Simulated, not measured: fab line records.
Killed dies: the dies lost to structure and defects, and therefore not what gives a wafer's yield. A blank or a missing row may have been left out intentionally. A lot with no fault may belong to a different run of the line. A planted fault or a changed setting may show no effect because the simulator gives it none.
fab line records    flow n5_finfet
record lots=7  wafers=21
route steps=1938 shown BEOL_M10@1500 BEOL_M11@1566 BEOL_M13@1662 BEOL_M14@1753 BEOL_M15@1773 TV_OPEN@1888
start_h: the number of hours between the record's first day and the start of the first shown wafer of the lot    wait_h: hours elapsed since this lot's preceding step    " same as the row above    L1.1+2: a row that stands for several wafers    - value missing, or start not given    * or withheld: withheld    < > ~ a bound
route shown NAME@n: a module of which the file shows steps, and the number in the route of the first    usual: the fault-free wafers' mean and standard deviation    same: alike in all rows    chamber/n: place in a boat    sites: per-site readings    _std_site: standard deviation of those values    _edge_site: outer sites' mean less inner sites'    radius_mm: for every site, how far away it sits from the centre of the wafer    mask NAME#n: copy n    behind: tool/chamber where the wafer was last shaped    hold: what put the lot on hold/how long, in hours/how the hold closed    device: the n, p or np transistor that did not switch    end of line: tests run on the same wafers once the route is complete    a step without rows: its recipe alone    killed: dies that structure and defects cost at the first sort, which is not the same as the wafer's yield    map: a wafer's dies, marking killed ones x, the rest . and places with no die _
set.NAME: the setting the step ran with; set.NAME@STEP: the setting that earlier step ran with    model.NAME: the simulator's own value behind a step, which no gauge read
lots run with intentionally changed settings; tables by step, rows by wafer
## steps
# step N5_BEOL_M10_PEB_26
# recipe peb_temp_c=withheld  peb_time_s=60  resist=CAR-ArF
lot.wafer   tool            chamber  start_h  wait_h  set.peb_time_s
L077.1      litho_track-04  0        227.54   0.1     56.41
L077.2+5    "               0        "        "       60
L079.4+5+6  litho_track-02  0        245.20   0.0     60
L082.1+4+5  litho_track-03  0        281.98   0.1     60
L086.1+3    litho_track-02  0        302.50   0.1     60
L086.5      "               0        "        "       63.93
L087.2+3+5  litho_track-02  0        311.88   0.1     70.64
L093.1+6    litho_track-04  0        333.47   0.1     68.29
L093.5      "               0        "        "       60
L097.1      litho_track-03  0        358.92   0.1     60
L097.4+6    "               0        "        "       66.26
# step N5_BEOL_M10_DEVELOP_27
# recipe develop_time_s=30  developer=TMAH  resist=CAR-ArF  rinse_liquid=diw  dry=air_spin  dev_temp_c=23
# step N5_BEOL_M10_CD_MEAS_28
# recipe target_cd_nm=70  landing_energy_ev=500  detector=se_inlens  polarity=opening
# usual cd_nm=70.6/1.1
lot.wafer  tool       chamber  start_h  wait_h  set.peb_time_s@BEOL_M10_PEB_26  cd_nm
L077.1     cd_sem-02  0        227.61   -       56.41                           66.8
L077.2     "          0        "        "       60                              71.0
L077.5     "          0        "        "       60                              70.5
L079.4     cd_sem-01  0        245.27   -       60                              71.2
L079.5     "          0        "        "       60                              69.7
L079.6     "          0        "        "       60                              70.3
L082.1     cd_sem-01  0        282.04   -       60                              71.1
L082.4     "          0        "        "       60                              71.4
L082.5     "          0        "        "       60                              69.9
L086.1     cd_sem-03  0        302.57   -       60                              69.7
L086.3     "          0        "        "       60                              69.8
L086.5     "          0        "        "       63.93                           71.9
L087.2     cd_sem-01  0        311.95   -       70.64                           76.2
L087.3     "          0        "        "       70.64                           75.7
L087.5     "          0        "        "       70.64                           76.0
L093.1     cd_sem-01  0        333.54   -       68.29                           76.8
L093.5     "          0        "        "       60                              68.9
L093.6     "          0        "        "       68.29                           75.6
L097.1     cd_sem-01  0        358.99   -       60                              69.3
L097.4     "          0        "        "       66.26                           75.7
L097.6     "          0        "        "       66.26                           75.8
# step N5_BEOL_M11_PEB_26
# recipe peb_temp_c=withheld  peb_time_s=60  resist=CAR-ArF
lot.wafer   tool            chamber  start_h  wait_h  set.peb_time_s
L077.1+2+5  litho_track-02  0        234.14   0.1     60
L079.4      litho_track-02  0        254.80   0.0     60
L079.5+6    "               0        "        "       66.93
L082.1+4+5  litho_track-02  0        289.14   0.1     60
L086.1      litho_track-01  0        309.07   0.1     60
L086.3+5    "               0        "        "       69.25
L087.2+3    litho_track-01  0        321.74   0.1     48.29
L087.5      "               0        "        "       60
L093.1      litho_track-05  0        344.25   0.1     60
L093.5+6    "               0        "        "       64.79
L097.1+6    litho_track-01  0        365.82   0.1     60
L097.4      "               0        "        "       72.94
# step N5_BEOL_M11_DEVELOP_27
# recipe develop_time_s=30  developer=TMAH  resist=CAR-ArF  rinse_liquid=diw  dry=air_spin  dev_temp_c=23
# step N5_BEOL_M11_CD_MEAS_28
# recipe target_cd_nm=70  landing_energy_ev=500  detector=se_inlens  polarity=opening
# usual cd_nm=69.8/1
lot.wafer  tool       chamber  start_h  wait_h  set.peb_time_s@BEOL_M11_PEB_26  cd_nm
L077.1     cd_sem-02  0        234.21   -       60                              69.1
L077.2     "          0        "        "       60                              69.1
L077.5     "          0        "        "       60                              69.8
L079.4     cd_sem-02  0        254.87   -       60                              70.5
L079.5     "          0        "        "       66.93                           76.2
L079.6     "          0        "        "       66.93                           74.3
L082.1     cd_sem-01  0        289.21   -       60                              70.4
L082.4     "          0        "        "       60                              69.6
L082.5     "          0        "        "       60                              69.6
L086.1     cd_sem-02  0        309.14   -       60                              67.8
L086.3     "          0        "        "       69.25                           74.5
L086.5     "          0        "        "       69.25                           75.1
L087.2     cd_sem-02  0        321.81   -       48.29                           59.3
L087.3     "          0        "        "       48.29                           57.8
L087.5     "          0        "        "       60                              69.5
L093.1     cd_sem-02  0        344.32   -       60                              71.5
L093.5     "          0        "        "       64.79                           72.6
L093.6     "          0        "        "       64.79                           73.5
L097.1     cd_sem-02  0        365.89   -       60                              70.3
L097.4     "          0        "        "       72.94                           78.7
L097.6     "          0        "        "       60                              70.1
# step N5_BEOL_M11_ETCH_66
# recipe chemistry=N2/H2  target=SOC  target_depth_a=1200  overetch_a=240  mask_material=SiARC  temp_c=40  time_s=180  ion_energy_ev=200  pressure_mtorr=30  source_w=840  bias_w=150  n2_flow_sccm=200  h2_flow_sccm=200
lot.wafer  tool         chamber  start_h  wait_h  set.time_s  model.SiARC_of_BEOL_M11_COAT_64.thk_nm
L077.1     rie_diel-06  3        234.38   0.0     180         23
L077.2     "            0        "        "       196.7       22.2
L077.5     "            1        "        "       180         22.8
L079.4     rie_diel-03  1        255.04   0.0     152.1       23.8
L079.5     "            3        "        "       152.1       24.2
L079.6     "            2        "        "       180         23
L082.1     rie_diel-06  1        289.87   0.0     180         22.8
L082.4     "            3        "        "       180         23.2
L082.5     "            2        "        "       180         22.4
L086.1     rie_diel-03  1        310.12   0.0     191.8       22.4
L086.3     "            3        "        "       180         23
L086.5     "            0        "        "       180         22.8
L087.2     rie_diel-03  2        322.45   0.0     147.9       24
L087.3     "            3        "        "       180         23
L087.5     "            0        "        "       180         22.8
L093.1     rie_diel-06  3        344.51   0.0     180         23.2
L093.5     "            2        "        "       157         23.4
L093.6     "            1        "        "       157         23.8
L097.1     rie_diel-06  2        366.08   0.0     180         22.2
L097.4     "            3        "        "       180         23
L097.6     "            1        "        "       210.2       21.4
# step N5_BEOL_M13_COAT_04
# recipe spin_rpm=1625  resist_thk_nm=400
lot.wafer  tool            chamber  start_h  wait_h  set.spin_rpm  model.coat_of_BEOL_M13_COAT_04.thk_nm
L077.1+2   litho_track-02  0        -        -       1742          388
L077.5     "               0        "        "       1625          400
L079.4     litho_track-02  0        -        -       1742          387.8
L079.5     "               0        "        "       1625          400.2
L079.6     "               0        "        "       1742          385.6
L082.1+4   litho_track-02  0        -        -       1625          399.4
L082.5     "               0        "        "       1625          400.2
L086.1     litho_track-03  0        -        -       1522          413.2
L086.3+5   "               0        "        "       1625          399.8
L087.2     litho_track-01  0        -        -       1625          399.6
L087.3     "               0        "        "       1478          421.4
L087.5     "               0        "        "       1478          419
L093.1     litho_track-02  0        -        -       1625          399.8
L093.5     "               0        "        "       1625          399
L093.6     "               0        "        "       1625          400
L097.1+6   litho_track-03  0        -        -       1701          389.2
L097.4     "               0        "        "       1625          399.6
# step N5_BEOL_M13_EBR_06
# recipe solvent=PGMEA  ebr_width_mm=1.5
# step N5_BEOL_M13_SOFTBAKE_05
# recipe temp_c=130  time_s=60
# step N5_BEOL_M13_DESCUM_15
# recipe chemistry=O2  time_s=7.9  source_power_w=50  bias_power_w=20  pressure_mtorr=20  rf_frequency_hz=2.712e+07  temp_c=40  o2_flow_sccm=225
# step N5_BEOL_M13_ETCH_59
# recipe chemistry=N2/H2  target=BARC  target_depth_a=890  overetch_a=267  time_s=67.9  ion_energy_ev=200  pressure_mtorr=30  source_w=840  bias_w=150  n2_flow_sccm=200  h2_flow_sccm=200
lot.wafer  tool         chamber  start_h  wait_h  set.spin_rpm@BEOL_M13_COAT_04  model.coat_of_BEOL_M13_COAT_04.thk_nm
L077.1     rie_diel-05  2        246.89   0.0     1742                           303.2
L077.2     "            1        "        "       1742                           305.6
L077.5     "            0        "        "       1625                           318
L079.4     rie_diel-03  2        268.46   0.0     1742                           308.4
L079.5     "            3        "        "       1625                           318.8
L079.6     "            2        "        "       1742                           306
L082.1     rie_diel-06  0        299.33   0.0     1625                           317.4
L082.4     "            1        "        "       1625                           318.2
L082.5     "            3        "        "       1625                           320.6
L086.1     rie_diel-06  2        320.47   0.0     1522                           327.4
L086.3     "            1        "        "       1625                           319
L086.5     "            3        "        "       1625                           320.2
L087.2     rie_diel-06  1        332.54   0.0     1625                           319
L087.3     "            2        "        "       1478                           336.2
L087.5     "            0        "        "       1478                           338
L093.1     rie_diel-03  3        354.23   0.0     1625                           319.4
L093.5     "            2        "        "       1625                           316.2
L093.6     "            3        "        "       1625                           319.6
L097.1     rie_diel-05  3        375.18   0.0     1701                           306.4
L097.4     "            0        "        "       1625                           317.6
L097.6     "            1        "        "       1701                           307.8
# step N5_BEOL_M13_VIA_ETCH_16
# recipe chemistry=C4F8/O2/Ar  target=SiOC  pressure_mtorr=30  source_w=3000  bias_w=700  Ar_flow_sccm=400  C4F8_flow_sccm=15  O2_flow_sccm=8  he_inner_torr=15  he_outer_torr=30  target_depth_a=9217  time_s=withheld  ion_energy_ev=250  ends=cleared
lot.wafer  tool         chamber  start_h  wait_h  set.spin_rpm@BEOL_M13_COAT_04  model.coat_of_BEOL_M13_COAT_04.thk_nm
L077.1     rie_diel-05  2        246.94   0.0     1742                           56.2
L077.2     "            1        "        "       1742                           58.8
L077.5     "            0        "        "       1625                           66.2
L079.4     rie_diel-03  2        268.51   0.0     1742                           57.4
L079.5     "            3        "        "       1625                           71.4
L079.6     "            2        "        "       1742                           59
L082.1     rie_diel-06  0        299.39   0.0     1625                           71
L082.4     "            1        "        "       1625                           66.4
L082.5     "            3        "        "       1625                           69.8
L086.1     rie_diel-06  2        320.52   0.0     1522                           83.2
L086.3     "            1        "        "       1625                           72
L086.5     "            3        "        "       1625                           73
L087.2     rie_diel-06  1        332.60   0.0     1625                           73.8
L087.3     "            2        "        "       1478                           89.4
L087.5     "            0        "        "       1478                           87.4
L093.1     rie_diel-03  3        354.28   0.0     1625                           75.2
L093.5     "            2        "        "       1625                           69.8
L093.6     "            3        "        "       1625                           66.2
L097.1     rie_diel-05  3        375.24   0.0     1701                           63
L097.4     "            0        "        "       1625                           67.6
L097.6     "            1        "        "       1701                           57.6
# step N5_BEOL_M13_STRIP_63
# recipe chemistry=N2/H2  power_w=1000  temp_c=250  h2_frac=0.65  overash_fraction=0.3  pressure_mtorr=1000  n2_flow_sccm=1750  h2_flow_sccm=3250
# usual strip_time_to_endpoint_s=27.7/0.96
lot.wafer  tool             chamber  start_h  wait_h  set.spin_rpm@BEOL_M13_COAT_04  strip_time_to_endpoint_s
L077.1     plasma_asher-02  1        247.18   -       1742                           23.5
L077.2     "                0        "        "       1742                           24.3
L077.5     "                1        "        "       1625                           26.6
L079.4     plasma_asher-01  0        268.76   -       1742                           23.9
L079.5     "                1        "        "       1625                           28.1
L079.6     "                0        "        "       1742                           24.4
L082.1     plasma_asher-02  0        299.62   -       1625                           28.0
L082.4     "                0        "        "       1625                           26.6
L082.5     "                1        "        "       1625                           27.6
L086.1     plasma_asher-01  1        320.76   -       1522                           31.5
L086.3     "                1        "        "       1625                           28.3
L086.5     "                1        "        "       1625                           28.5
L087.2     plasma_asher-01  0        332.83   -       1625                           28.8
L087.3     "                0        "        "       1478                           33.3
L087.5     "                0        "        "       1478                           32.7
L093.1     plasma_asher-02  0        354.52   -       1625                           29.2
L093.5     "                1        "        "       1625                           27.6
L093.6     "                0        "        "       1625                           26.5
L097.1     plasma_asher-01  0        375.47   -       1701                           25.6
L097.4     "                1        "        "       1625                           26.9
L097.6     "                1        "        "       1701                           24.0
# step N5_BEOL_M14_TRENCH_ETCH_34
# recipe chemistry=C4F8/O2/Ar  target=SiO2  target_depth_a=5566.5  mask_material=SOC  he_inner_torr=15  he_outer_torr=30  time_s=126.9  ion_energy_ev=800  pressure_mtorr=20  source_w=1905  bias_w=2040  Ar_flow_sccm=400  C4F8_flow_sccm=16  O2_flow_sccm=12
# usual rf_vpp_V=2213/29
lot.wafer  tool         chamber  start_h  wait_h  set.bias_w  rf_vpp_V
L077.1     rie_diel-04  3        254.71   0.0     2253        2426
L077.2     "            1        "        "       2253        2372
L077.5     "            2        "        "       2253        2367
L079.4     rie_diel-01  3        277.12   0.0     2040        2253
L079.5     "            3        "        "       2217        2387
L079.6     "            0        "        "       2040        2182
L082.1     rie_diel-01  3        306.97   0.0     2040        2254
L082.4     "            1        "        "       2040        2256
L082.5     "            1        "        "       2040        2255
L086.1     rie_diel-02  0        326.89   0.0     2040        2204
L086.3     "            2        "        "       2311        2404
L086.5     "            1        "        "       2311        2386
L087.2     rie_diel-04  3        343.83   0.0     2040        2266
L087.3     "            2        "        "       2040        2207
L087.5     "            0        "        "       2300        2346
L093.1     rie_diel-02  1        360.58   0.0     2040        2189
L093.5     "            1        "        "       2040        2189
L093.6     "            2        "        "       2040        2206
L097.1     rie_diel-02  3        381.15   0.0     2040        2207
L097.4     "            1        "        "       2040        2190
L097.6     "            3        "        "       2040        2208
# step N5_BEOL_M14_SPUTTER_44
# recipe material=Ta  target_thk_a=150  temp_c=50  bias_v=80  power_w=15000  chamber_pressure_pa=0.07  time_s=24.19
lot.wafer   tool            chamber  start_h  wait_h  set.time_s  model.Ta_of_BEOL_M14_SPUTTER_44.thk_nm
L077.1      pvd_sputter-03  -        259.45   0.0     24.19       15
L077.2+5    "               -        "        "       27.21       16.8
L079.4+5    pvd_sputter-03  -        277.77   0.0     21.5        13.6
L079.6      "               -        "        "       24.19       15.2
L082.1+5    pvd_sputter-03  -        309.29   0.0     24.19       15
L082.4      "               -        "        "       24.19       15.2
L086.1+3+5  pvd_sputter-02  -        327.89   0.0     24.19       15.2
L087.2+3    pvd_sputter-01  -        347.43   0.0     24.19       15
L087.5      "               -        "        "       24.19       14.8
L093.1+6    pvd_sputter-03  -        361.40   0.0     24.19       15
L093.5      "               -        "        "       27.3        17
L097.1      pvd_sputter-01  -        386.69   0.0     22.13       13.6
L097.4      "               -        "        "       24.19       14.8
L097.6      "               -        "        "       22.13       13.8
# step N5_BEOL_M15_ILD_DEP_00
# recipe material=SiO2  target_thk_a=16293  temp_c=400  precursor=TEOS/O2  pressure_torr=6.5  rf_w=900  teos_flow_sccm=161.4  gas=O2  flow_sccm=2650  time_s=346.1
lot.wafer  tool      chamber  start_h  wait_h  set.temp_c  model.SiO2_of_BEOL_M15_ILD_DEP_00.thk_nm
L077.1     pecvd-02  2        260.95   0.0     397.5       1607
L077.2     "         1        "        "       397.5       1652
L077.5     "         1        "        "       400         1625
L079.4     pecvd-02  2        279.08   0.1     400         1607
L079.5     "         0        "        "       400         1600
L079.6     "         1        "        "       392.5       1698
L082.1     pecvd-01  2        310.46   0.0     400         1602
L082.4     "         2        "        "       400         1639
L082.5     "         0        "        "       400         1624
L086.1     pecvd-01  1        329.06   0.0     393.5       1686
L086.3     "         0        "        "       400         1583
L086.5     "         0        "        "       393.5       1690
L087.2     pecvd-03  1        349.06   0.0     407.2       1564
L087.3     "         2        "        "       407.2       1560
L087.5     "         2        "        "       400         1643
L093.1     pecvd-02  0        362.63   0.0     407.9       1533
L093.5     "         1        "        "       407.9       1525
L093.6     "         0        "        "       400         1634
L097.1     pecvd-02  1        387.86   0.0     400         1604
L097.4     "         1        "        "       392.1       1700
L097.6     "         2        "        "       392.1       1705
# step N5_BEOL_M15_THK_MEAS_01
# recipe reads=SiO2_of_BEOL_M15_ILD_DEP_00
# usual M15_ILD_THK=1624/25
lot.wafer  tool           chamber  start_h  wait_h  set.temp_c@BEOL_M15_ILD_DEP_00  M15_ILD_THK[nm]
L077.1     film_metro-02  -        261.20   0.1     397.5                           1607
L077.2     "              -        "        "       397.5                           1651
L077.5     "              -        "        "       400                             1625
L079.4     film_metro-01  -        279.22   0.0     400                             1606
L079.5     "              -        "        "       400                             1600
L079.6     "              -        "        "       392.5                           1697
L082.1     film_metro-02  -        310.71   0.1     400                             1601
L082.4     "              -        "        "       400                             1640
L082.5     "              -        "        "       400                             1624
L086.1     film_metro-01  -        329.31   0.1     393.5                           1687
L086.3     "              -        "        "       400                             1583
L086.5     "              -        "        "       393.5                           1690
L087.2     film_metro-02  -        349.31   0.1     407.2                           1564
L087.3     "              -        "        "       407.2                           1560
L087.5     "              -        "        "       400                             1644
L093.1     film_metro-02  -        362.88   0.1     407.9                           1533
L093.5     "              -        "        "       407.9                           1524
L093.6     "              -        "        "       400                             1634
L097.1     film_metro-02  -        388.11   0.1     400                             1606
L097.4     "              -        "        "       392.1                           1699
L097.6     "              -        "        "       392.1                           1704
# step N5_BEOL_M15_COAT_58
# recipe resist=BARC  temp_c=205  time_s=60  spin_rpm=1500  resist_thk_nm=89
# step N5_BEOL_M15_COAT_04
# recipe spin_rpm=1704  resist_thk_nm=800
# step N5_BEOL_M15_DESCUM_15
# recipe chemistry=O2  time_s=7.9  source_power_w=50  bias_power_w=20  pressure_mtorr=20  rf_frequency_hz=2.712e+07  temp_c=40  o2_flow_sccm=225
# step N5_BEOL_M15_ETCH_59
# recipe chemistry=N2/H2  target=BARC  target_depth_a=890  overetch_a=267  time_s=67.9  ion_energy_ev=200  pressure_mtorr=30  source_w=840  bias_w=150  n2_flow_sccm=200  h2_flow_sccm=200
# step N5_BEOL_M15_VIA_ETCH_16
# recipe chemistry=C4F8/O2/Ar  target=SiO2  he_inner_torr=15  he_outer_torr=30  target_depth_a=17922  time_s=withheld  ion_energy_ev=800  pressure_mtorr=20  source_w=1905  bias_w=2040  Ar_flow_sccm=400  C4F8_flow_sccm=16  O2_flow_sccm=12  ends=cleared
lot.wafer  tool         chamber  start_h  wait_h  set.temp_c@BEOL_M15_ILD_DEP_00  model.etch.depth_nm  model.coat_of_BEOL_M15_COAT_04.thk_nm
L077.1     rie_diel-05  3        261.80   0.0     397.5                           1607                 334.6
L077.2     "            0        "        "       397.5                           1652                 329.2
L077.5     "            0        "        "       400                             1625                 334.4
L079.4     rie_diel-05  1        279.70   0.0     400                             1607                 350.4
L079.5     "            1        "        "       400                             1600                 353.8
L079.6     "            2        "        "       392.5                           1698                 319.2
L082.1     rie_diel-06  2        311.32   0.0     400                             1602                 334.6
L082.4     "            3        "        "       400                             1639                 333.6
L082.5     "            2        "        "       400                             1624                 333.4
L086.1     rie_diel-03  3        332.26   0.0     393.5                           1686                 320.6
L086.3     "            0        "        "       400                             1583                 335.2
L086.5     "            3        "        "       393.5                           1690                 323.8
L087.2     rie_diel-05  0        349.93   0.0     407.2                           1564                 348.2
L087.3     "            1        "        "       407.2                           1560                 355.8
L087.5     "            0        "        "       400                             1643                 331.6
L093.1     rie_diel-03  0        363.36   0.0     407.9                           1533                 347.4
L093.5     "            2        "        "       407.9                           1525                 349.4
L093.6     "            1        "        "       400                             1634                 328.2
L097.1     rie_diel-06  2        388.72   0.0     400                             1604                 329.4
L097.4     "            1        "        "       392.1                           1700                 313.8
L097.6     "            1        "        "       392.1                           1705                 315.6
# step N5_PASSIVATION_VIA_ETCH_13
# recipe chemistry=CHF3/O2  target=SiO2  target_depth_a=6600  CHF3_flow_sccm=50  O2_flow_sccm=5  Ar_flow_sccm=200  time_s=330  mask_material=PR  pressure_mtorr=30  source_w=650  bias_w=170  ion_energy_ev=200  ends=cleared
# usual rf_vpp_V=527/7.9
lot.wafer  tool         chamber  start_h  wait_h  set.bias_w  rf_vpp_V
L077.1     rie_diel-05  2        280.35   0.0     170         526
L077.2     "            3        "        "       170         541
L077.5     "            1        "        "       170         523
L079.4     rie_diel-06  1        294.71   0.0     141.9       464
L079.5     "            3        "        "       170         525
L079.6     "            2        "        "       170         528
L082.1     rie_diel-06  3        326.44   0.0     170         525
L082.4     "            2        "        "       170         527
L082.5     "            2        "        "       170         527
L086.1     rie_diel-03  3        350.20   0.0     185.3       550
L086.3     "            2        "        "       170         526
L086.5     "            3        "        "       170         514
L087.2     rie_diel-03  2        359.94   0.0     153.1       482
L087.3     "            0        "        "       170         528
L087.5     "            2        "        "       153.1       483
L093.1     rie_diel-05  1        375.72   0.0     170         520
L093.5     "            0        "        "       170         537
L093.6     "            1        "        "       178.5       542
L097.1     rie_diel-06  2        399.81   0.0     184.7       564
L097.4     "            3        "        "       170         525
L097.6     "            3        "        "       170         524
## key
split step=N5_BEOL_M10_PEB_26  setting=peb_time_s  stated=60  by=wafer
response step=N5_BEOL_M10_CD_MEAS_28  reading=cd_nm  change=+0.544  per=1%  r=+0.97
split step=N5_BEOL_M11_PEB_26  setting=peb_time_s  stated=60  by=wafer
response step=N5_BEOL_M11_CD_MEAS_28  reading=cd_nm  change=+0.446  per=1%  r=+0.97
split step=N5_BEOL_M11_ETCH_66  setting=time_s  stated=180  by=wafer
response step=N5_BEOL_M11_ETCH_66  reading=model.SiARC_of_BEOL_M11_COAT_64.thk_nm  change=-0.062  per=1%  r=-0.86
split step=N5_BEOL_M13_COAT_04  setting=spin_rpm  stated=1625  by=wafer
response step=N5_BEOL_M13_COAT_04  reading=model.coat_of_BEOL_M13_COAT_04.thk_nm  change=-2.03  per=1%  r=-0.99
response step=N5_BEOL_M13_ETCH_59  reading=model.coat_of_BEOL_M13_COAT_04.thk_nm  change=-1.79  per=1%  r=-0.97
response step=N5_BEOL_M13_VIA_ETCH_16  reading=model.coat_of_BEOL_M13_COAT_04.thk_nm  change=-1.58  per=1%  r=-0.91
response step=N5_BEOL_M13_STRIP_63  reading=strip_time_to_endpoint_s  change=*  per=1%  r=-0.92
split step=N5_BEOL_M14_TRENCH_ETCH_34  setting=bias_w  stated=2040  by=wafer
response step=N5_BEOL_M14_TRENCH_ETCH_34  reading=rf_vpp_V  change=+13  per=1%  r=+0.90
split step=N5_BEOL_M14_SPUTTER_44  setting=time_s  stated=24.19  by=wafer
response step=N5_BEOL_M14_SPUTTER_44  reading=model.Ta_of_BEOL_M14_SPUTTER_44.thk_nm  change=+0.146  per=1%  r=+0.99
split step=N5_BEOL_M15_ILD_DEP_00  setting=temp_c  stated=400  by=wafer
response step=N5_BEOL_M15_ILD_DEP_00  reading=model.SiO2_of_BEOL_M15_ILD_DEP_00.thk_nm  change=-51.1  per=1%  r=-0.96
response step=N5_BEOL_M15_THK_MEAS_01  reading=M15_ILD_THK  change=-50.9  per=1%  r=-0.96
response step=N5_BEOL_M15_VIA_ETCH_16  reading=model.etch.depth_nm  change=-51.1  per=1%  r=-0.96
response step=N5_BEOL_M15_VIA_ETCH_16  reading=model.coat_of_BEOL_M15_COAT_04.thk_nm  change=+10.8  per=1%  r=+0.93
split step=N5_PASSIVATION_VIA_ETCH_13  setting=bias_w  stated=170  by=wafer
response step=N5_PASSIVATION_VIA_ETCH_13  reading=rf_vpp_V  change=+3.94  per=1%  r=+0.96
